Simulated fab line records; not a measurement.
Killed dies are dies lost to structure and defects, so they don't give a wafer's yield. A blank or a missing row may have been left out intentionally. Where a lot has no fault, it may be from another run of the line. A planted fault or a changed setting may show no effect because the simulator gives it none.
fab line records	flow n5_finfet	part 2 of 2: steps 20 to 28 of 28
record: lots: 5	wafers: 15	last_day: 16
route steps=1938 shown FIN_CUT@157 STI_FIN_REVEAL@183
lots that met no fault: taken from a fault-free run of the same line
start_h: hours from the record's first day to the start of the lot's first wafer shown	wait_h: time in hours since the lot's previous step	" identical to the entry in the row above	L1.1+2: a row that stands for several wafers	- no value, or no start was given	* or withheld: withheld	< > ~ a bound
route shown NAME@n: a module of which the file shows steps, and the number in the route of the first	usual: average and standard deviation across the fault-free wafers	same: alike in all rows	chamber/n: place in a boat	sites: each site's reading	_std_site: how widely they spread, as a standard deviation	_edge_site: outer sites' mean less inner sites'	radius_mm: for every site, how far away it sits from the centre of the wafer	mask NAME#n: copy n	behind: the most recent tool/chamber to have shaped the wafer	hold: cause of the lot's hold/its duration in hours/its outcome	device: transistor that didn't switch, given as n, p or np	end of line: at the end of the route, the tests of the same wafers	for a step that has no rows: nothing shown but its recipe	killed: dies that structure and defects cost at the first sort, which is not the same as the wafer's yield	map: per-die view of a wafer (x killed, . not killed, _ where there is no die)
set.NAME: the setting as run; set.NAME@STEP: as run at that earlier step	model.NAME: the simulator's own value behind a step, which no gauge read
lots at selected steps of the route; one table per step, one row per wafer
services: the hour from which a tool's chamber was out of use, counted from the record's first day as start_h (under 0 if before that day), plus the number of hours and why
== steps ==
step: N5_FIN_CUT_CUT_ETCH_15
recipe: chemistry: HBr/Cl2/O2	target: Si	target_depth_a: 1000	bt_time_s: 10	mask_material: SOC	time_s: 42.4	ion_energy_ev: *	bias_w: *	pressure_mtorr: 10	icp_w: 800	HBr_flow_sccm: 150	Cl2_flow_sccm: 80	O2_flow_sccm: 12
usual: HBr_flow_sccm: 150.0/0.43	drypump_motor_current_A: 6.0/0.41	oes_product_au: 0.995/0.013	throttle_valve_pct: 37.1/0.37
lot.wafer	tool	chamber	start_h	wait_h	HBr_flow_sccm	drypump_motor_current_A	oes_product_au	rf_hours_counter_h	throttle_valve_pct
L075.1	rie_si-05	1	34.37	0.1	150.1	5.4	1.023	8	36.9
L075.4	"	2	"	"	150.4	6.0	1.006	138	38.0
L075.6	"	0	"	"	150.2	6.4	0.979	-	36.8
L079.4	rie_si-06	0	57.81	0.0	150.2	6.3	0.991	81	37.1
L079.5	"	0	"	"	150.1	6.3	0.992	-	37.1
L079.6	"	1	"	"	150.5	6.0	0.975	-	36.8
L091.2	rie_si-01	3	129.04	0.1	149.4	6.4	0.993	159	36.6
L091.3	"	0	"	"	150.3	6.2	1.004	52	37.0
L091.4	"	1	"	"	149.9	5.7	1.007	-	37.6
L092.1	rie_si-01	3	136.57	0.1	149.4	6.4	0.996	160	36.7
L092.2	"	1	"	"	150.4	5.7	1.005	85	37.6
L092.6	"	0	"	"	149.9	6.2	0.994	-	37.0
L094.3	rie_si-06	0	148.64	0.0	150.3	6.3	0.983	83	37.1
L094.5	"	0	"	"	149.5	6.3	0.991	-	37.1
L094.6	"	3	"	"	150.6	5.7	1.004	-	37.2
step: N5_FIN_CUT_CUT_ETCH_28
recipe: chemistry: HBr/Cl2/O2	target: Si	target_depth_a: 60	mask_material: SOC	time_s: 2.4	ion_energy_ev: *	bias_w: *	pressure_mtorr: 10	icp_w: 800	HBr_flow_sccm: 150	Cl2_flow_sccm: 80	O2_flow_sccm: 12
usual: HBr_flow_sccm: 149.9/0.45	drypump_motor_current_A: 6.0/0.41	oes_product_au: 0.996/0.013	throttle_valve_pct: 37.1/0.37
lot.wafer	tool	chamber	start_h	wait_h	HBr_flow_sccm	drypump_motor_current_A	oes_product_au	rf_hours_counter_h	throttle_valve_pct
L075.1	rie_si-05	1	34.43	0.0	150.8	5.4	1.013	8	36.9
L075.4	"	2	"	"	149.7	6.0	1.013	138	38.0
L075.6	"	0	"	"	150.2	6.4	0.978	-	36.8
L079.4	rie_si-06	0	57.87	0.0	150.2	6.3	0.987	81	37.1
L079.5	"	0	"	"	150.1	6.3	0.983	-	37.1
L079.6	"	1	"	"	149.3	6.1	0.973	-	36.8
L091.2	rie_si-01	3	129.10	0.0	149.7	6.4	0.995	159	36.6
L091.3	"	0	"	"	149.8	6.3	0.993	52	37.0
L091.4	"	1	"	"	149.9	5.7	1.000	-	37.6
L092.1	rie_si-01	3	136.62	0.0	150.0	6.4	0.997	160	36.6
L092.2	"	1	"	"	149.7	5.7	1.004	85	37.6
L092.6	"	0	"	"	150.3	6.3	0.997	-	37.0
L094.3	rie_si-06	0	148.70	0.0	149.7	6.3	0.981	83	37.1
L094.5	"	0	"	"	149.3	6.3	0.989	-	37.1
L094.6	"	3	"	"	150.4	5.7	1.008	-	37.2
step: N5_FIN_CUT_STRIP_22
recipe: chemistry: N2/H2	power_w: 500	temp_c: 40	pressure_mtorr: 50	rf_frequency_hz: 6e+07	overash_fraction: 0.3	bias_power_w: 8	h2_frac: 0.5	n2_flow_sccm: 300	h2_flow_sccm: 300
usual: drypump_motor_current_A: 6.0/0.53	oes_product_au: 0.76/0.069	rf_vpp_V: 54.4/2.2	showerhead_plenum_p_Torr: 3.33/0.091	throttle_valve_pct: 18.9/0.39
lot.wafer	tool	chamber	start_h	wait_h	drypump_motor_current_A	oes_product_au	rf_hours_counter_h	rf_vpp_V	showerhead_plenum_p_Torr	throttle_valve_pct
L075.1	rie_diel-03	3	34.56	0.1	6.4	0.73	183	54.6	3.34	19.6
L075.4	"	0	"	"	6.4	0.83	98	55.0	3.23	18.8
L075.6	"	0	"	"	6.4	0.82	-	57.8	3.23	18.8
L079.4	rie_diel-03	0	58.13	0.2	6.4	0.81	-	54.6	3.23	18.9
L079.5	"	3	"	"	6.5	0.74	-	56.4	3.33	19.6
L079.6	"	2	"	"	6.2	0.71	-	54.1	3.41	18.2
L091.2	rie_diel-04	2	129.16	0.0	5.2	0.87	34	53.6	3.27	18.8
L091.3	"	0	"	"	6.3	0.70	167	56.8	3.36	18.5
L091.4	"	1	"	"	6.5	0.90	19	57.8	3.28	19.2
L092.1	rie_diel-03	0	136.77	0.1	6.4	0.77	140	56.7	3.21	18.9
L092.2	"	2	"	"	6.2	0.70	260	54.5	3.39	18.3
L092.6	"	0	"	"	6.4	0.77	-	52.9	3.21	18.9
L094.3	rie_diel-06	3	148.77	0.0	6.8	0.70	216	57.2	3.20	19.3
L094.5	"	0	"	"	6.2	0.77	-	56.6	3.38	18.8
L094.6	"	1	"	"	5.9	0.68	-	53.6	3.28	18.9
step: N5_FIN_CUT_PRECLEAN_36
recipe: chemistry: O3/DIW	time_s: 60	temp_c: 22	o3_ppm: 10
usual: bath_heat_duty_pct: 2.4/0.47
lot.wafer	tool	chamber	start_h	wait_h	bath_heat_duty_pct
L075.1	wet_bench-06	5	34.63	-	3.0
L075.4	"	3	"	"	2.4
L075.6	"	6	"	"	2.0
L079.4	wet_bench-03	5	58.18	-	1.6
L079.5	"	4	"	"	2.4
L079.6	"	2	"	"	2.8
L091.2	wet_bench-05	1	129.23	-	2.8
L091.3	"	0	"	"	2.2
L091.4	"	4	"	"	2.5
L092.1	wet_bench-06	3	136.84	-	2.4
L092.2	"	4	"	"	2.6
L092.6	"	5	"	"	3.1
L094.3	wet_bench-03	7	148.83	-	2.4
L094.5	"	3	"	"	2.2
L094.6	"	1	"	"	3.6
step: N5_FIN_CUT_SRD_32
recipe: dry: ipa_marangoni	time_s: 30	temp_c: 23	rinse_liquid: diw
usual: bath_heat_duty_pct: 3.7/0.59
lot.wafer	tool	chamber	start_h	wait_h	bath_heat_duty_pct
L075.1	wet_bench-06	5	34.65	0.0	3.4
L075.4	"	3	"	"	3.4
L075.6	"	6	"	"	4.2
L079.4	wet_bench-03	5	58.20	0.0	3.9
L079.5	"	4	"	"	3.7
L079.6	"	2	"	"	3.5
L091.2	wet_bench-05	1	129.25	0.0	3.2
L091.3	"	0	"	"	3.0
L091.4	"	4	"	"	3.4
L092.1	wet_bench-06	3	136.86	0.0	3.8
L092.2	"	4	"	"	3.5
L092.6	"	5	"	"	3.8
L094.3	wet_bench-03	7	148.85	0.0	3.3
L094.5	"	3	"	"	2.8
L094.6	"	1	"	"	5.3
step: N5_FIN_CUT_UV_OZONE_34
recipe: time_s: 120	pressure_torr: 760	temp_c: 25
lot.wafer	tool	chamber	start_h	wait_h
L075.1+4+6	wet_bench-06	5,3,6	34.67	0.0
L079.4+5+6	wet_bench-03	5,4,2	58.21	0.0
L091.2+3+4	wet_bench-05	1,0,4	129.27	0.0
L092.1+2+6	wet_bench-06	3,4,5	136.87	0.0
L094.3+5+6	wet_bench-03	7,3,1	148.87	0.0
step: N5_FIN_CUT_INSPECT_17
recipe: inspect_instrument: brightfield	mode: aei
usual: raw_defect_count: 221/57
lot.wafer	tool	chamber	start_h	wait_h	raw_defect_count
L075.1	defect_inspect-01	-	34.72	0.0	198
L075.4	"	-	"	"	182
L075.6	"	-	"	"	265
L079.4	defect_inspect-02	-	58.27	0.0	195
L079.5	"	-	"	"	204
L079.6	"	-	"	"	165
L091.2	defect_inspect-01	-	129.33	0.0	242
L091.3	"	-	"	"	245
L091.4	"	-	"	"	275
L092.1	defect_inspect-01	-	136.93	0.0	267
L092.2	"	-	"	"	274
L092.6	"	-	"	"	294
L094.3	defect_inspect-01	-	148.93	0.0	226
L094.5	"	-	"	"	218
L094.6	"	-	"	"	151
step: N5_STI_FIN_REVEAL_ALD_00
recipe: material: SiO2	target_thk_a: 10	temp_c: 300	ald_precursor_family: BDEAS	ald_co_reactant: O2-plasma	pulse_time_s: 1	pressure_torr: 2
usual: heater_power_w: 461/39	precursor_pulse_height_rel: 1.000/0.02
same: pulse_time_s: 1
lot.wafer	tool	chamber	start_h	wait_h	heater_power_w	precursor_pulse_height_rel
L075.1	ald_sin-02	0	34.76	0.0	441	1.005
L075.4	"	1	"	"	406	0.989
L075.6	"	3	"	"	450	0.994
L079.4	ald_sin-02	1	58.31	0.0	395	0.991
L079.5	"	1	"	"	383	1.017
L079.6	"	0	"	"	447	1.007
L091.2	ald_sin-04	0	129.40	0.1	487	0.986
L091.3	"	3	"	"	527	1.009
L091.4	"	2	"	"	491	1.001
L092.1	ald_sin-03	3	136.97	0.0	488	1.032
L092.2	"	1	"	"	456	1.040
L092.6	"	2	"	"	444	0.999
L094.3	ald_sin-02	3	149.48	0.5	450	0.988
L094.5	"	1	"	"	398	0.970
L094.6	"	2	"	"	408	0.980
step: N5_STI_FIN_REVEAL_ALD_14
recipe: material: Si3N4	target_thk_a: 30	temp_c: 400	ald_precursor_family: SiH2I2	ald_co_reactant: N2/H2-plasma	pressure_torr: 2
usual: heater_power_w: 824/69
lot.wafer	tool	chamber	start_h	wait_h	heater_power_w
L075.1	ald_sin-02	0	34.81	0.0	800
L075.4	"	1	"	"	703
L075.6	"	3	"	"	798
L079.4	ald_sin-02	1	58.36	0.0	729
L079.5	"	1	"	"	720
L079.6	"	0	"	"	770
L091.2	ald_sin-04	0	129.45	0.0	885
L091.3	"	3	"	"	947
L091.4	"	2	"	"	884
L092.1	ald_sin-03	3	137.01	0.0	861
L092.2	"	1	"	"	819
L092.6	"	2	"	"	788
L094.3	ald_sin-02	3	149.53	0.0	809
L094.5	"	1	"	"	682
L094.6	"	2	"	"	710
== services ==
tool	chamber	start_h	hours	kind
ald_sin-04	-	20.61	1.3	repair
rie_si-01	3	27.52	10.2	repair
rie_si-01	3	40.13	4.1	repair
euv_scanner-02	-	42.32	1.0	pm
rie_diel-06	-	46.82	2.8	pm
rie_diel-03	1	48.16	120.0	repair
euv_scanner-01	-	58.11	1.0	pm
rie_diel-04	1	64.87	10.2	repair
rie_si-06	-	67.83	2.8	pm
euv_scanner-01	-	72.11	13.6	repair
rie_si-05	0	76.24	1.8	repair
rie_diel-04	-	80.54	0.8	repair
ald_sin-03	-	85.25	14.0	pm
ald_sin-04	2	85.27	1.7	repair
euv_scanner-02	-	85.69	5.8	pm
euv_scanner-01	-	86.20	0.4	repair
euv_scanner-01	-	91.49	5.8	pm
rie_si-01	1	104.89	2.6	repair
ald_sin-02	-	107.56	0.9	repair
rie_diel-03	3	108.49	18.4	repair
euv_scanner-01	-	114.26	1.0	pm
rie_diel-06	2	117.44	3.9	repair
rie_si-06	3	123.82	5.0	repair
rie_diel-06	3	129.47	5.2	repair
